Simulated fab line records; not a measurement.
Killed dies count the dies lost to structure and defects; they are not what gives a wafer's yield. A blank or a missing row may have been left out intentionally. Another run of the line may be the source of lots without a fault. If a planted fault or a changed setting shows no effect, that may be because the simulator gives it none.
fab line records -- flow nand-harc
record: lots: 11, wafers: 33, last-day: 33
route steps=1302 shown P_M1@301 P_M2@325 END@1302
lots untouched by any fault: they come from a run of this same line in which no faults occurred
start-h: the number of hours between the record's first day and the start of the first shown wafer of the lot -- wait-h: how many hours have passed since the lot's step before this one -- " the same as in the row above -- L1.1+2: a single row standing in for several wafers -- - either no value or no given start -- * or withheld: withheld -- < > ~ a bound
route shown NAME@n: names a module that has steps shown in the file, with the first one's number in the route -- usual: mean/standard deviation of fault-free wafers -- same: alike in all rows -- chamber/n: place in a boat -- sites: each site's reading -- _std_site: standard deviation across them -- _edge_site: outer sites' mean less inner sites' -- radius-mm: for every site, how far away it sits from the centre of the wafer -- mask NAME#n: copy n -- behind: the last tool/chamber to shape the wafer -- hold: why the lot went on hold/how many hours it stayed there/how the hold came to an end -- device: the transistor (n, p or np) that didn't switch -- end of line: the same wafers' tests at the end of the route -- a step given without rows: its recipe and nothing more -- killed: dies lost to structure and defects at the first sort, not the wafer's yield -- map: per-die view of a wafer (x killed, . not killed, _ where there is no die)
set.NAME: the run value of the setting; set.NAME@STEP: its run value at that earlier step -- model.NAME: the simulator's own value behind a step, which no gauge read
steps of the route over a sample of lots; a table a step, a row a wafer
services: a tool's chamber out of use, with start hour (start-h, from the record's first day; less than 0 if before it), hours out, and reason
== steps ==
step: NHARC_P_M1_CD_MEAS_16
usual: cd-nm: 130.0/0.86
lot.wafer,tool,chamber,start-h,wait-h,cd-nm
L709.1,cd-sem-02,-,125.17,-,128.2
L709.2,cd-sem-02,-,125.17,-,130.8
L709.5,cd-sem-02,-,125.17,-,130.4
L710.2,cd-sem-01,-,138.46,-,130.6
L710.3,cd-sem-01,-,138.46,-,130.8
L710.5,cd-sem-01,-,138.46,-,129.9
L715.2,cd-sem-03,-,194.21,-,129.8
L715.4,cd-sem-03,-,194.21,-,130.4
L715.6,cd-sem-03,-,194.21,-,129.7
L716.1,cd-sem-01,-,200.04,-,130.4
L716.2,cd-sem-01,-,200.04,-,127.3
L716.3,cd-sem-01,-,200.04,-,128.3
L717.1,cd-sem-03,-,206.43,-,131.1
L717.3,cd-sem-03,-,206.43,-,129.7
L717.6,cd-sem-03,-,206.43,-,130.5
L718.3,cd-sem-03,-,217.08,-,129.2
L718.4,cd-sem-03,-,217.08,-,131.5
L718.5,cd-sem-03,-,217.08,-,129.8
L721.1,cd-sem-01,-,243.58,-,130.3
L721.2,cd-sem-01,-,243.58,-,130.2
L721.5,cd-sem-01,-,243.58,-,130.6
L723.2,cd-sem-03,-,271.49,-,130.0
L723.5,cd-sem-03,-,271.49,-,130.7
L723.6,cd-sem-03,-,271.49,-,130.8
L725.1,cd-sem-03,-,286.66,-,130.4
L725.4,cd-sem-03,-,286.66,-,130.2
L725.5,cd-sem-03,-,286.66,-,128.8
L728.1,cd-sem-02,-,312.51,-,130.8
L728.2,cd-sem-02,-,312.51,-,130.7
L728.5,cd-sem-02,-,312.51,-,131.1
L731.3,cd-sem-01,-,348.29,-,130.8
L731.5,cd-sem-01,-,348.29,-,130.4
L731.6,cd-sem-01,-,348.29,-,131.6
step: NHARC_P_M1_ETCH_28
recipe: target-depth-a: 300, over-etch-frac: 0.3, time-s: 72.99, ion-energy-ev: 150, cf4-flow-sccm: 50, n2-flow-sccm: 100, ar-flow-sccm: 150, rf-w: 300, bias-w: 100, chemistry: CF4/N2
usual: cf4-flow-sccm: 50.01/0.14, drypump-motor-current-A: 5.6/0.5, oes-product-au: 1.000/0.0085, rf-vpp-V: 314.4/2.2, showerhead-plenum-p-Torr: 2.65/0.12, throttle-valve-pct: 19.794/0.0093
lot.wafer,tool,chamber,start-h,wait-h,cf4-flow-sccm,drypump-motor-current-A,oes-product-au,rf-hours-counter-h,rf-vpp-V,showerhead-plenum-p-Torr,throttle-valve-pct
L709.1,rie-diel-02,3,-,-,49.93,5.0,1.000,4,316.5,2.74,19.772
L709.2,rie-diel-02,1,-,-,50.11,5.1,0.999,4,311.9,2.47,19.791
L709.5,rie-diel-02,2,-,-,50.39,5.2,1.004,-,315.0,2.69,19.784
L710.2,rie-diel-02,1,-,-,50.18,5.1,1.002,6,310.0,2.47,19.796
L710.3,rie-diel-02,2,-,-,50.17,5.2,1.005,6,314.7,2.69,19.799
L710.5,rie-diel-02,2,-,-,49.98,5.2,1.003,-,314.9,2.69,19.802
L715.4,rie-diel-04,0,-,-,50.01,6.4,0.995,4,315.1,2.66,19.802
L715.2,rie-diel-04,1,-,-,49.92,5.8,1.001,4,314.2,2.63,19.777
L715.6,rie-diel-04,2,-,-,49.88,6.7,0.998,-,312.3,2.53,19.785
L716.1,rie-diel-05,0,-,-,49.93,5.3,0.993,14,316.5,2.71,19.781
L716.2,rie-diel-05,1,-,-,49.96,6.3,0.994,13,314.0,2.65,19.783
L716.3,rie-diel-05,3,-,-,50.14,6.3,0.987,14,310.6,2.45,19.795
L717.1,rie-diel-02,1,-,-,49.79,5.2,0.988,10,308.8,2.46,19.786
L717.3,rie-diel-02,2,-,-,49.94,5.2,0.994,10,315.9,2.69,19.797
L717.6,rie-diel-02,2,-,-,49.80,5.2,1.000,-,315.9,2.69,19.802
L718.3,rie-diel-05,2,-,-,49.89,5.8,0.994,7,315.6,2.74,19.792
L718.4,rie-diel-05,0,-,-,50.13,5.3,0.995,-,316.5,2.71,19.794
L718.5,rie-diel-05,2,-,-,50.37,5.8,0.988,-,315.7,2.74,19.803
L721.2,rie-diel-02,1,-,-,49.78,5.1,1.006,2,311.4,2.46,19.788
L721.1,rie-diel-02,2,-,-,50.08,5.2,0.994,2,316.3,2.69,19.803
L721.5,rie-diel-02,0,-,-,49.96,5.8,0.989,-,316.3,2.82,19.785
L723.2,rie-diel-02,1,-,-,49.99,5.2,1.002,5,312.3,2.46,19.797
L723.5,rie-diel-02,2,-,-,50.04,5.2,0.998,-,314.2,2.69,19.791
L723.6,rie-diel-02,3,-,-,49.81,5.1,1.016,-,315.8,2.73,19.782
L725.1,rie-diel-05,1,-,-,50.08,6.3,1.006,3,315.0,2.65,19.776
L725.4,rie-diel-05,2,-,-,50.31,5.8,1.003,3,315.3,2.74,19.809
L725.5,rie-diel-05,0,-,-,50.09,5.3,1.013,-,316.4,2.70,19.786
L728.1,rie-diel-02,2,-,-,50.21,5.2,1.000,7,316.3,2.69,19.792
L728.2,rie-diel-02,0,-,-,49.97,5.8,0.980,6,317.6,2.82,19.790
L728.5,rie-diel-02,1,-,-,49.81,5.1,1.010,-,311.6,2.46,19.787
L731.3,rie-diel-05,2,-,-,50.06,5.8,0.996,8,316.1,2.74,19.782
L731.6,rie-diel-05,2,-,-,50.06,5.8,1.002,-,316.7,2.74,19.810
L731.5,rie-diel-05,3,-,-,50.08,6.3,0.999,-,311.0,2.45,19.786
step: NHARC_P_M1_THK_MEAS_24
recipe: thk-meas-gauge: xrf
usual: thk-nm: 158.2/1.5
lot.wafer,tool,chamber,start-h,wait-h,thk-nm
L709.1,film-metro-01,-,127.30,-,157.2
L709.2,film-metro-01,-,127.30,-,161.8
L709.5,film-metro-01,-,127.30,-,159.8
L710.2,film-metro-01,-,141.26,-,157.3
L710.3,film-metro-01,-,141.26,-,159.8
L710.5,film-metro-01,-,141.26,-,156.8
L715.2,film-metro-02,-,196.33,-,158.0
L715.4,film-metro-02,-,196.33,-,159.8
L715.6,film-metro-02,-,196.33,-,158.8
L716.1,film-metro-01,-,202.15,-,157.1
L716.2,film-metro-01,-,202.15,-,155.7
L716.3,film-metro-01,-,202.15,-,158.1
L717.1,film-metro-02,-,208.65,-,157.7
L717.3,film-metro-02,-,208.65,-,158.3
L717.6,film-metro-02,-,208.65,-,157.5
L718.3,film-metro-01,-,219.27,-,157.3
L718.4,film-metro-01,-,219.27,-,159.8
L718.5,film-metro-01,-,219.27,-,158.8
L721.1,film-metro-02,-,245.70,-,157.2
L721.2,film-metro-02,-,245.70,-,159.5
L721.5,film-metro-02,-,245.70,-,158.5
L723.2,film-metro-02,-,273.61,-,158.6
L723.5,film-metro-02,-,273.61,-,159.3
L723.6,film-metro-02,-,273.61,-,159.9
L725.1,film-metro-01,-,288.77,-,162.1
L725.4,film-metro-01,-,288.77,-,159.8
L725.5,film-metro-01,-,288.77,-,159.4
L728.1,film-metro-01,-,314.62,-,156.8
L728.2,film-metro-01,-,314.62,-,157.8
L728.5,film-metro-01,-,314.62,-,158.2
L731.3,film-metro-01,-,350.42,-,157.9
L731.5,film-metro-01,-,350.42,-,158.8
L731.6,film-metro-01,-,350.42,-,155.9
step: NHARC_P_M2_EXPOSE_06
recipe: na: 1.35, target-cd-nm: 170, dose-mj: 80.78, mask-id: P_M2
usual: exposure-dose-mJ-cm2: 80.77/0.075
lot.wafer,tool,chamber,start-h,wait-h,mask,exposure-dose-mJ-cm2
L709.1,arfi-scanner-02,0,128.59,-,P_M2#0,80.73
L709.2,arfi-scanner-02,0,128.59,-,P_M2#0,80.69
L709.5,arfi-scanner-02,0,128.59,-,P_M2#0,80.72
L710.2,arfi-scanner-03,0,142.76,-,P_M2#0,80.79
L710.3,arfi-scanner-03,0,142.76,-,P_M2#0,80.75
L710.5,arfi-scanner-03,0,142.76,-,P_M2#0,80.77
L715.2,arfi-scanner-01,0,197.74,-,P_M2#0,80.83
L715.4,arfi-scanner-01,0,197.74,-,P_M2#0,80.75
L715.6,arfi-scanner-01,0,197.74,-,P_M2#0,80.83
L716.1,arfi-scanner-01,0,203.41,-,P_M2#0,80.77
L716.2,arfi-scanner-01,0,203.41,-,P_M2#0,80.71
L716.3,arfi-scanner-01,0,203.41,-,P_M2#0,80.64
L717.1,arfi-scanner-03,0,210.06,-,P_M2#0,76.75
L717.3,arfi-scanner-03,0,210.06,-,P_M2#0,76.90
L717.6,arfi-scanner-03,0,210.06,-,P_M2#0,76.72
L718.3,arfi-scanner-03,0,220.56,-,P_M2#0,77.63
L718.4,arfi-scanner-03,0,220.56,-,P_M2#0,77.54
L718.5,arfi-scanner-03,0,220.56,-,P_M2#0,77.59
L721.1,arfi-scanner-03,0,247.12,-,P_M2#0,78.16
L721.2,arfi-scanner-03,0,247.12,-,P_M2#0,78.10
L721.5,arfi-scanner-03,0,247.12,-,P_M2#0,78.17
L723.2,arfi-scanner-02,0,275.03,-,P_M2#0,80.66
L723.5,arfi-scanner-02,0,275.03,-,P_M2#0,80.81
L723.6,arfi-scanner-02,0,275.03,-,P_M2#0,80.82
L725.1,arfi-scanner-01,0,290.18,-,P_M2#0,80.86
L725.4,arfi-scanner-01,0,290.18,-,P_M2#0,80.79
L725.5,arfi-scanner-01,0,290.18,-,P_M2#0,80.92
L728.1,arfi-scanner-01,0,315.90,-,P_M2#0,80.93
L728.2,arfi-scanner-01,0,315.90,-,P_M2#0,80.87
L728.5,arfi-scanner-01,0,315.90,-,P_M2#0,80.76
L731.3,arfi-scanner-01,0,351.83,-,P_M2#0,80.76
L731.5,arfi-scanner-01,0,351.83,-,P_M2#0,80.79
L731.6,arfi-scanner-01,0,351.83,-,P_M2#0,80.83
step: NHARC_P_M2_CD_MEAS_09
recipe: target-cd-nm: 170, landing-energy-ev: 500
usual: cd-nm: 170.0/0.6
lot.wafer,tool,chamber,start-h,wait-h,cd-nm
L709.1,cd-sem-03,0,128.73,-,170.5
L709.2,cd-sem-03,0,128.73,-,169.4
L709.5,cd-sem-03,0,128.73,-,170.4
L710.2,cd-sem-03,0,142.90,-,170.3
L710.3,cd-sem-03,0,142.90,-,170.5
L710.5,cd-sem-03,0,142.90,-,170.1
L715.2,cd-sem-02,0,197.88,-,169.9
L715.4,cd-sem-02,0,197.88,-,171.1
L715.6,cd-sem-02,0,197.88,-,169.5
L716.1,cd-sem-02,0,203.55,-,170.4
L716.2,cd-sem-02,0,203.55,-,169.6
L716.3,cd-sem-02,0,203.55,-,170.7
L717.1,cd-sem-03,0,210.20,-,166.2
L717.3,cd-sem-03,0,210.20,-,166.0
L717.6,cd-sem-03,0,210.20,-,166.4
L718.3,cd-sem-01,0,220.70,-,166.7
L718.4,cd-sem-01,0,220.70,-,167.7
L718.5,cd-sem-01,0,220.70,-,167.1
L721.1,cd-sem-03,0,247.26,-,168.0
L721.2,cd-sem-03,0,247.26,-,167.6
L721.5,cd-sem-03,0,247.26,-,168.4
L723.2,cd-sem-01,0,275.17,-,170.5
L723.5,cd-sem-01,0,275.17,-,169.2
L723.6,cd-sem-01,0,275.17,-,169.5
L725.1,cd-sem-02,0,290.32,-,169.6
L725.4,cd-sem-02,0,290.32,-,169.3
L725.5,cd-sem-02,0,290.32,-,170.2
L728.1,cd-sem-02,0,316.04,-,170.1
L728.2,cd-sem-02,0,316.04,-,169.6
L728.5,cd-sem-02,0,316.04,-,169.8
L731.3,cd-sem-02,0,351.97,-,168.6
L731.5,cd-sem-02,0,351.97,-,168.7
L731.6,cd-sem-02,0,351.97,-,169.7
step: NHARC_END_SORT_01
recipe: temp-c: 25
usual: defect-limited-yield: 91.6/2.8, killed-at-array: 53/19, killed-at-other: 0.8/1.2, killed-at-periphery: 3.7/2.3, killed-dies: 57/19, killed-open: 3.2/1.7, killed-short: 2.6/1.8, sort_bin_2_pct: 3.0/1.2, sort_bin_3_pct: 0.7/0.4, sort_bin_4_pct: 4.8/1.5, sort-n-pass: 620/19, sort-rim-yield-pct: 90/4.8, sort-yield-pct: 91.6/2.8
same: gross-dies: 677, sort_bin_5_pct[%]: 0, sort_bin_6_pct[%]: 0, sort_bin_7_pct[%]: 0, sort_bin_8_pct[%]: 0, sort-rim-n-gross: 106.00
lot.wafer,tool,chamber,start-h,wait-h,defect-limited-yield[%],killed-at-array,killed-at-other,killed-at-periphery,killed-dies,killed-open,killed-short,sort_bin_2_pct[%],sort_bin_3_pct[%],sort_bin_4_pct[%],sort-n-pass,sort-rim-yield-pct[%],sort-yield-pct[%]
L709.1,prober-01,0,579.65,2.5,88.2,78,0,2,80,3,3,3.8,0.6,7.4,597,91,88.2
L709.2,prober-01,0,580.46,2.8,91.6,55,0,2,57,5,2,3.0,0.6,4.9,620,85,91.6
L709.5,prober-01,0,582.87,3.7,88.5,72,0,6,78,5,6,4.3,1.0,6.2,599,84,88.5
L710.2,prober-02,0,580.52,2.8,91.1,56,1,3,60,3,4,2.7,0.9,5.3,617,88,91.1
L710.3,prober-02,0,581.33,3.1,90.7,57,0,6,63,2,3,3.0,1.6,4.7,614,89,90.7
L710.5,prober-02,0,582.95,3.7,90.4,57,0,8,65,6,2,4.4,0.1,5.0,612,87,90.4
L716.1,prober-01,0,632.97,2.5,88.8,73,2,1,76,2,1,3.5,1.0,6.6,601,85,88.8
L716.2,prober-01,0,633.78,2.8,88.0,80,0,1,81,4,3,3.8,1.3,6.8,596,84,88.0
L716.3,prober-01,0,634.59,3.1,90.1,64,0,3,67,6,3,3.1,1.8,5.0,610,89,90.1
L718.3,prober-01,0,663.79,3.1,91.9,53,0,2,55,4,1,2.4,0.7,5.0,622,93,91.9
L718.4,prober-01,0,664.60,3.4,93.1,44,1,2,47,4,1,2.8,0.3,3.8,630,92,93.1
L718.5,prober-01,0,665.41,3.7,92.6,43,2,5,50,6,2,2.7,1.2,3.5,627,84,92.6
L725.1,prober-01,0,716.64,2.5,91.9,51,1,3,55,3,1,2.8,1.0,4.3,622,89,91.9
L725.4,prober-01,0,719.04,3.4,90.5,59,2,3,64,2,1,3.4,0.1,5.9,613,91,90.5
L725.5,prober-01,0,719.85,3.7,90.3,62,0,4,66,3,5,4.1,0.4,5.2,611,93,90.3
L728.1,prober-01,0,771.43,2.5,93.8,35,1,6,42,2,5,1.9,0.1,4.1,635,88,93.8
L728.2,prober-01,0,772.23,2.8,94.5,29,1,7,37,4,1,1.6,0.3,3.5,640,93,94.5
L728.5,prober-01,0,774.62,3.7,93.2,31,5,10,46,4,2,1.9,0.3,4.6,631,89,93.2
killed by level:class
L709.1 A_CHANNEL_HOLE_D1:chamber-film-flake=37 A_SLIT:chamber-film-flake=20 A_CHANNEL_HOLE_D2:chamber-film-flake=8 A_STAIRCASE:chamber-film-flake=3 A_CONTACT:chamber-film-flake=3 A_WL_FILL:chamber-film-flake=2 P_STI:geometric-particle:open=1 P_GATE:geometric-particle:open=1
L709.2 A_SLIT:chamber-film-flake=19 A_CHANNEL_HOLE_D1:chamber-film-flake=17 A_CHANNEL_HOLE_D2:chamber-film-flake=5 A_STAIRCASE:chamber-film-flake=4 A_M0:geometric-particle:open=3 A_WL_FILL:chamber-film-flake=3 P_M2:geometric-particle:open=1 A_DECK1_JOINT:geometric-particle:short=1
L710.2 A_CHANNEL_HOLE_D1:chamber-film-flake=30 A_CHANNEL_HOLE_D2:chamber-film-flake=16 A_STAIRCASE:chamber-film-flake=3 A_CONTACT:chamber-film-flake=2 P_M0:geometric-particle:open=1 P_M0:geometric-particle:short=1 A_ONON_D1:geometric-particle:open=1 A_SGD_CUT:geometric-particle:short=1
L710.3 A_CHANNEL_HOLE_D1:chamber-film-flake=22 A_CHANNEL_HOLE_D2:chamber-film-flake=20 A_CONTACT:chamber-film-flake=6 A_CHANNEL_FILL_D2:chamber-film-flake=3 A_STAIRCASE:chamber-film-flake=3 P_STI:geometric-particle:open=1 P_GATE:geometric-particle:short=1 P_M0:geometric-particle:open=1
L709.5 A_CHANNEL_HOLE_D1:chamber-film-flake=31 A_SLIT:chamber-film-flake=18 A_CHANNEL_HOLE_D2:chamber-film-flake=6 A_CONTACT:chamber-film-flake=6 A_STAIRCASE:chamber-film-flake=3 P_GATE:geometric-particle:short=1 P_GATE:geometric-particle:open=1 P_M0:geometric-particle:short=1
L710.5 A_CHANNEL_HOLE_D2:chamber-film-flake=26 A_CHANNEL_HOLE_D1:chamber-film-flake=13 A_CONTACT:chamber-film-flake=9 A_STAIRCASE:chamber-film-flake=3 P_GATE:geometric-particle:open=2 P_GATE:chamber-film-flake=2 P_CONTACT:geometric-particle:open=1 P_M0:geometric-particle:short=1
L716.1 A_SLIT:chamber-film-flake=24 A_CHANNEL_HOLE_D2:chamber-film-flake=13 A_CHANNEL_HOLE_D1:chamber-film-flake=12 A_BONDPAD:chamber-film-flake=7 A_BLC:chamber-film-flake=5 A_STAIRCASE:chamber-film-flake=3 A_CONTACT:chamber-film-flake=3 THIN_TSV:chamber-film-flake=2
L716.2 A_SLIT:chamber-film-flake=23 A_CHANNEL_HOLE_D1:chamber-film-flake=22 A_CHANNEL_HOLE_D2:chamber-film-flake=20 A_STAIRCASE:chamber-film-flake=4 A_CHANNEL_HOLE_D1:geometric-particle:open=2 A_CHANNEL_HOLE_D1:geometric-particle:short=2 A_DECK1_JOINT:chamber-film-flake=2 P_GATE:geometric-particle:open=1
L716.3 A_SLIT:chamber-film-flake=22 A_CHANNEL_HOLE_D1:chamber-film-flake=13 A_CHANNEL_HOLE_D2:chamber-film-flake=8 A_STAIRCASE:chamber-film-flake=4 A_SOURCE_PLATE:geometric-particle:open=2 A_CHANNEL_FILL_D1:geometric-particle:open=2 A_ZERO_WELL:chamber-film-flake=2 A_CHANNEL_FILL_D1:chamber-film-flake=2
L718.3 A_CHANNEL_HOLE_D1:chamber-film-flake=30 A_CHANNEL_HOLE_D2:chamber-film-flake=9 A_DECK1_JOINT:chamber-film-flake=4 A_CONTACT:chamber-film-flake=4 A_SLIT:chamber-film-flake=2 P_M0:geometric-particle:open=1 P_M2:geometric-particle:open=1 A_SOURCE_PLATE:geometric-particle:open=1
L718.4 A_CHANNEL_HOLE_D2:chamber-film-flake=17 A_CHANNEL_HOLE_D1:chamber-film-flake=15 A_DECK1_JOINT:chamber-film-flake=2 A_WL_FILL:chamber-film-flake=2 A_CONTACT:chamber-film-flake=2 A_CHANNEL_FILL_D1:geometric-particle:open=1 A_CHANNEL_HOLE_D2:geometric-particle:open=1 A_SGD_CUT:geometric-particle:short=1
L718.5 A_CHANNEL_HOLE_D1:chamber-film-flake=21 A_CHANNEL_HOLE_D2:chamber-film-flake=16 P_CONTACT:geometric-particle:open=3 THIN_TSV:chamber-film-flake=2 P_CONTACT:geometric-particle:short=1 A_CHANNEL_FILL_D1:geometric-particle:short=1 A_DECK1_JOINT:geometric-particle:open=1 A_CHANNEL_FILL_D2:geometric-particle:open=1
L725.1 A_SLIT:chamber-film-flake=22 A_CHANNEL_HOLE_D2:chamber-film-flake=17 A_CONTACT:chamber-film-flake=3 A_M0:chamber-film-flake=2 P_CONTACT:geometric-particle:open=1 A_ONON_D1:geometric-particle:open=1 A_CHANNEL_FILL_D2:geometric-particle:open=1 A_WL_FILL:geometric-particle:short=1
L725.4 A_SLIT:chamber-film-flake=34 A_CHANNEL_HOLE_D2:chamber-film-flake=13 P_STI:chamber-film-flake=2 THIN_TSV:chamber-film-flake=2 A_CHANNEL_HOLE_D1:chamber-film-flake=2 A_STAIRCASE:chamber-film-flake=2 A_CONTACT:chamber-film-flake=2 A_ONON_D1:geometric-particle:short=1
L725.5 A_SLIT:chamber-film-flake=33 A_CHANNEL_HOLE_D2:chamber-film-flake=11 A_SGD_CUT:geometric-particle:short=2 A_CHANNEL_HOLE_D1:chamber-film-flake=2 A_DECK1_JOINT:chamber-film-flake=2 A_CHANNEL_FILL_D2:chamber-film-flake=2 A_STAIRCASE:chamber-film-flake=2 A_CONTACT:chamber-film-flake=2
L728.1 A_STAIRCASE:chamber-film-flake=10 A_CHANNEL_HOLE_D1:chamber-film-flake=7 A_SLIT:chamber-film-flake=6 A_CONTACT:chamber-film-flake=4 P_CONTACT:chamber-film-flake=2 P_M2:chamber-film-flake=2 A_CHANNEL_HOLE_D2:chamber-film-flake=2 P_M1:geometric-particle:short=1
L728.2 A_CHANNEL_HOLE_D1:chamber-film-flake=8 A_SLIT:chamber-film-flake=6 A_CONTACT:chamber-film-flake=5 A_STAIRCASE:chamber-film-flake=4 P_CONTACT:chamber-film-flake=3 A_CHANNEL_HOLE_D2:chamber-film-flake=2 P_M0:geometric-particle:open=1 A_CHANNEL_FILL_D1:geometric-particle:short=1
L728.5 A_CHANNEL_HOLE_D1:chamber-film-flake=7 A_STAIRCASE:chamber-film-flake=7 P_M2:chamber-film-flake=6 A_CHANNEL_HOLE_D2:chamber-film-flake=5 THIN_TSV:chamber-film-flake=5 A_SLIT:chamber-film-flake=4 P_CONTACT:chamber-film-flake=3 A_WL_FILL:chamber-film-flake=2
== services ==
tool,chamber,start-h,hours,kind
rie-diel-05,1,112.74,5.0,repair
rie-diel-02,0,122.42,-,clean
rie-diel-04,3,127.72,4.5,repair
arfi-scanner-02,-,137.19,0.6,repair
arfi-scanner-02,-,140.00,4.0,pm
rie-diel-04,2,140.73,16.9,repair
rie-diel-04,1,151.69,10.5,repair
rie-diel-02,2,154.24,8.4,repair
rie-diel-04,2,160.58,32.0,repair
rie-diel-04,-,177.90,9.0,pm
rie-diel-05,-,192.08,1.6,repair
arfi-scanner-03,-,196.00,4.0,pm
arfi-scanner-03,-,208.47,0.2,repair
rie-diel-05,1,212.58,10.1,repair
rie-diel-02,-,216.91,9.0,pm
arfi-scanner-01,-,229.43,0.4,repair
rie-diel-05,-,229.60,9.0,pm
arfi-scanner-01,-,252.00,4.0,pm
rie-diel-02,0,262.13,3.0,repair
rie-diel-04,-,299.80,0.9,repair
rie-diel-05,3,301.09,3.7,repair
arfi-scanner-02,-,309.10,0.5,repair
arfi-scanner-02,-,312.00,4.0,pm
arfi-scanner-03,-,312.85,3.0,repair
== key ==
first-sign: step: NHARC_P_M2_EXPOSE_06, reading: exposure-dose-mJ-cm2, direction: down, sigmas: 43, usual: 80.77, struck: 77.51
effect: step: NHARC_P_M2_CD_MEAS_09, reading: cd-nm, direction: down, sigmas: 4.7, usual: 170.0, struck: 167.1, through: control-loop
met-at NHARC_P_M2_EXPOSE_06
struck-lots L717,L718,L721
loop-trim: step: NHARC_P_M2_EXPOSE_06, setting: dose, lots: L718,L721
not-acting-at NHARC_P_M1_CD_MEAS_16,NHARC_P_M1_ETCH_28,NHARC_P_M1_THK_MEAS_24
onset-between 142.76 210.06
fault: kind: process-parameter-drift, tool: arfi-scanner-03, chamber: -, onset-h: 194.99, steps: NHARC_P_M2_EXPOSE_06, channel: dose-mj, offset: -3.9714, shape: step, acts-in: these-recipes-only, stated: 80.78
loop-trim: a control loop set the setting to another value than it would have without faults
